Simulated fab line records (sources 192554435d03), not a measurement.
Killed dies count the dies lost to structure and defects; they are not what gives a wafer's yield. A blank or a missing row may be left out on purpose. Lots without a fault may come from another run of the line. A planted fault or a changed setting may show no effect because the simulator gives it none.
Matching of chambers / flow n5 finfet / N5_MIM_BOT_ETCH_ETCH_04 on rie diel-03: 4 sister chambers
The step etches SiNx in CF4/O2, target depth 26 nm, time 13 s. 30 wafers are shown with their chamber, then 12 later ones without.

WAFERS PAIRED WITH THEIR CHAMBERS
wafer=L076.2; chamber=2; drypump motor current A (A)=5.0; showerhead plenum p Torr (Torr)=2.19; rf vpp V (V)=240
wafer=L076.5; chamber=1; drypump motor current A (A)=5.7; showerhead plenum p Torr (Torr)=2.21; rf vpp V (V)=244
wafer=L076.6; chamber=0; drypump motor current A (A)=5.9; showerhead plenum p Torr (Torr)=2.28; rf vpp V (V)=244
wafer=L074.2; chamber=1; drypump motor current A (A)=5.7; showerhead plenum p Torr (Torr)=2.21; rf vpp V (V)=245
wafer=L074.4; chamber=0; drypump motor current A (A)=5.9; showerhead plenum p Torr (Torr)=2.28; rf vpp V (V)=245
wafer=L074.5; chamber=2; drypump motor current A (A)=5.0; showerhead plenum p Torr (Torr)=2.19; rf vpp V (V)=240
wafer=L075.3; chamber=2; drypump motor current A (A)=5.0; showerhead plenum p Torr (Torr)=2.19; rf vpp V (V)=242
wafer=L075.5; chamber=0; drypump motor current A (A)=5.9; showerhead plenum p Torr (Torr)=2.28; rf vpp V (V)=245
wafer=L075.6; chamber=3; drypump motor current A (A)=5.6; showerhead plenum p Torr (Torr)=2.11; rf vpp V (V)=233
wafer=L079.2; chamber=0; drypump motor current A (A)=5.9; showerhead plenum p Torr (Torr)=2.28; rf vpp V (V)=245
wafer=L079.3; chamber=2; drypump motor current A (A)=5.0; showerhead plenum p Torr (Torr)=2.19; rf vpp V (V)=239
wafer=L079.4; chamber=3; drypump motor current A (A)=5.6; showerhead plenum p Torr (Torr)=2.11; rf vpp V (V)=233
wafer=L080.2; chamber=0; drypump motor current A (A)=5.9; showerhead plenum p Torr (Torr)=2.28; rf vpp V (V)=245
wafer=L080.4; chamber=3; drypump motor current A (A)=5.6; showerhead plenum p Torr (Torr)=2.11; rf vpp V (V)=231
wafer=L080.6; chamber=0; drypump motor current A (A)=5.9; showerhead plenum p Torr (Torr)=2.28; rf vpp V (V)=245
wafer=L083.3; chamber=3; drypump motor current A (A)=5.7; showerhead plenum p Torr (Torr)=2.11; rf vpp V (V)=232
wafer=L083.4; chamber=2; drypump motor current A (A)=5.0; showerhead plenum p Torr (Torr)=2.18; rf vpp V (V)=240
wafer=L083.5; chamber=3; drypump motor current A (A)=5.7; showerhead plenum p Torr (Torr)=2.11; rf vpp V (V)=232
wafer=L085.1; chamber=2; drypump motor current A (A)=5.0; showerhead plenum p Torr (Torr)=2.18; rf vpp V (V)=241
wafer=L085.2; chamber=3; drypump motor current A (A)=5.7; showerhead plenum p Torr (Torr)=2.10; rf vpp V (V)=232
wafer=L085.6; chamber=3; drypump motor current A (A)=5.7; showerhead plenum p Torr (Torr)=2.10; rf vpp V (V)=232
wafer=L086.2; chamber=0; drypump motor current A (A)=5.9; showerhead plenum p Torr (Torr)=2.28; rf vpp V (V)=244
wafer=L086.3; chamber=3; drypump motor current A (A)=5.7; showerhead plenum p Torr (Torr)=2.10; rf vpp V (V)=232
wafer=L086.6; chamber=0; drypump motor current A (A)=5.9; showerhead plenum p Torr (Torr)=2.28; rf vpp V (V)=244
wafer=L087.1; chamber=2; drypump motor current A (A)=5.0; showerhead plenum p Torr (Torr)=2.18; rf vpp V (V)=239
wafer=L087.5; chamber=1; drypump motor current A (A)=5.7; showerhead plenum p Torr (Torr)=2.20; rf vpp V (V)=243
wafer=L087.6; chamber=0; drypump motor current A (A)=5.9; showerhead plenum p Torr (Torr)=2.28; rf vpp V (V)=244
wafer=L089.2; chamber=1; drypump motor current A (A)=5.7; showerhead plenum p Torr (Torr)=2.20; rf vpp V (V)=245
wafer=L089.4; chamber=2; drypump motor current A (A)=5.0; showerhead plenum p Torr (Torr)=2.18; rf vpp V (V)=241
wafer=L089.5; chamber=3; drypump motor current A (A)=5.7; showerhead plenum p Torr (Torr)=2.10; rf vpp V (V)=232

SIGNATURES (means of the wafers above)
reading=drypump motor current A; chamber 0=5.900; chamber 1=5.700; chamber 2=5.000; chamber 3=5.667; scatter within a chamber=0.0277
reading=showerhead plenum p Torr; chamber 0=2.2800; chamber 1=2.2050; chamber 2=2.1850; chamber 3=2.1056; scatter within a chamber=0.00448
reading=rf vpp V; chamber 0=244.56; chamber 1=244.25; chamber 2=240.25; chamber 3=232.11; scatter within a chamber=0.769
Rule: a wafer lies at a distance from a chamber equal to the root of the sum of squares, over the readings, of (its reading less the chamber's mean, divided by the reading's scatter). The wafer belongs to the nearest chamber; if the next one is less than 2 further off, it can't be placed. The scatter: the root of (the sum of the squares of (reading less its chamber's mean) over the shown wafers, divided by (wafers less chambers)).

WAFERS WITH NO CHAMBER GIVEN
wafer=L090.2; drypump motor current A (A)=5.7; showerhead plenum p Torr (Torr)=2.10; rf vpp V (V)=233
wafer=L090.3; drypump motor current A (A)=5.9; showerhead plenum p Torr (Torr)=2.27; rf vpp V (V)=244
wafer=L090.6; drypump motor current A (A)=5.0; showerhead plenum p Torr (Torr)=2.18; rf vpp V (V)=240
wafer=L093.1; drypump motor current A (A)=5.0; showerhead plenum p Torr (Torr)=2.18; rf vpp V (V)=240
wafer=L093.2; drypump motor current A (A)=5.9; showerhead plenum p Torr (Torr)=2.27; rf vpp V (V)=246
wafer=L093.5; drypump motor current A (A)=5.0; showerhead plenum p Torr (Torr)=2.18; rf vpp V (V)=240
wafer=L096.1; drypump motor current A (A)=5.9; showerhead plenum p Torr (Torr)=2.27; rf vpp V (V)=245
wafer=L096.3; drypump motor current A (A)=5.6; showerhead plenum p Torr (Torr)=2.10; rf vpp V (V)=231
wafer=L096.4; drypump motor current A (A)=5.9; showerhead plenum p Torr (Torr)=2.27; rf vpp V (V)=245
wafer=L097.2; drypump motor current A (A)=5.9; showerhead plenum p Torr (Torr)=2.27; rf vpp V (V)=245
wafer=L097.4; drypump motor current A (A)=5.9; showerhead plenum p Torr (Torr)=2.27; rf vpp V (V)=244
wafer=L097.5; drypump motor current A (A)=5.7; showerhead plenum p Torr (Torr)=2.10; rf vpp V (V)=233

EACH ONE'S CHAMBER
wafer=L090.2; from the rows above=3; in truth=3
wafer=L090.3; from the rows above=0; in truth=0
wafer=L090.6; from the rows above=2; in truth=2
wafer=L093.1; from the rows above=2; in truth=2
wafer=L093.2; from the rows above=0; in truth=0
wafer=L093.5; from the rows above=2; in truth=2
wafer=L096.1; from the rows above=0; in truth=0
wafer=L096.3; from the rows above=3; in truth=3
wafer=L096.4; from the rows above=0; in truth=0
wafer=L097.2; from the rows above=0; in truth=0
wafer=L097.4; from the rows above=0; in truth=0
wafer=L097.5; from the rows above=3; in truth=3
Correctly placed: 12 of 12. Number that these rows cannot place: 0. Wrongly placed: 0.
